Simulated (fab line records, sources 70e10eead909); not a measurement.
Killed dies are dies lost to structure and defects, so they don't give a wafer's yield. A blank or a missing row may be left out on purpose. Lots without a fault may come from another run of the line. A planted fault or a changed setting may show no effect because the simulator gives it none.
Which tool did it? | flow nand_harc | 6 lots, 18 wafers sampled, at 4 steps of a route of 1302

WHAT THE GAUGES READ, wafer by wafer
NHARC_THIN_TSV_CD_MEAS_33: target cd 5000 nm.
lot  | measured     | on        | cd_nm (nm)
L435 | day 24 22:58 | cd_sem-03 | 4997.8 5001.8 5002.5
L439 | day 26 14:16 | cd_sem-01 | 4999.0 5000.7 4999.7
L442 | day 27 15:22 | cd_sem-02 | 4998.1 4997.1 4996.4
L448 | day 30 06:34 | cd_sem-02 | 4999.3 5000.0 5001.5
L455 | day 32 18:58 | cd_sem-01 | 5002.9 5002.5 5004.1
L456 | day 34 02:36 | cd_sem-01 | 5001.0 4999.7 5001.9

WHICH TOOL RAN EACH LOT (tool, then ch and the chambers of the sampled wafers, then the start)
lot  | NHARC_A_CONTACT_ETCH_90            | NHARC_THIN_TSV_ETCH_44             | NHARC_THIN_TSV_DEP_47
L435 | rie_diel-08 ch 0,2,3, day 22 12:07 | rie_diel-13 ch 0,1,2, day 24 17:22 | pecvd-03 ch 1, day 24 18:51
L439 | rie_diel-04 ch 0,1,3, day 24 03:49 | rie_diel-13 ch 1,2,3, day 26 08:41 | pecvd-04 ch 1,2, day 26 10:18
L442 | rie_diel-08 ch 1,2,3, day 25 02:20 | rie_diel-13 ch 0,1,3, day 27 09:44 | pecvd-01 ch 0,1,2, day 27 11:22
L448 | rie_diel-08 ch 1,3, day 27 23:59   | rie_diel-11 ch 1,2,3, day 30 01:03 | pecvd-04 ch 0,2, day 30 02:38
L455 | rie_diel-08 ch 1,2, day 30 12:50   | rie_diel-11 ch 0,2,3, day 32 13:31 | pecvd-04 ch 0,1,2, day 32 15:07
L456 | rie_diel-08 ch 0,1,3, day 31 14:07 | rie_diel-09 ch 1,2,3, day 33 20:56 | pecvd-04 ch 0,1, day 33 22:32
- NHARC_A_CONTACT_ETCH_90: etches the open film in CH3F/O2, target depth 40 nm, time 85.7 s.
- NHARC_THIN_TSV_ETCH_44: etches the open film in CF4/O2, target depth 1594.2 nm, time 797.1 s.
- NHARC_THIN_TSV_DEP_47: deposits SiO2, target thk 200 nm.

THE ANSWER, worked out from the rows above alone
Rule: what is usual is taken from the lots themselves. Put in order of their means at a reading, lots are off if they are a third of the lots or fewer, leave a main group of 4 or more, and stand apart from it by a gap of 3 or more times the standard deviation of the main group's means; of several such gaps the widest counts. A main group whose means are all the same, to the digits that the tables above print for the reading, isn't used. A lot without any number at a reading at which 4 lots or more have one is off too. The other lots that the step has rows for count as sound.
No lot is off at any reading shown: from this, nothing can be told.

WHAT THE SIMULATOR HAD PUT IN
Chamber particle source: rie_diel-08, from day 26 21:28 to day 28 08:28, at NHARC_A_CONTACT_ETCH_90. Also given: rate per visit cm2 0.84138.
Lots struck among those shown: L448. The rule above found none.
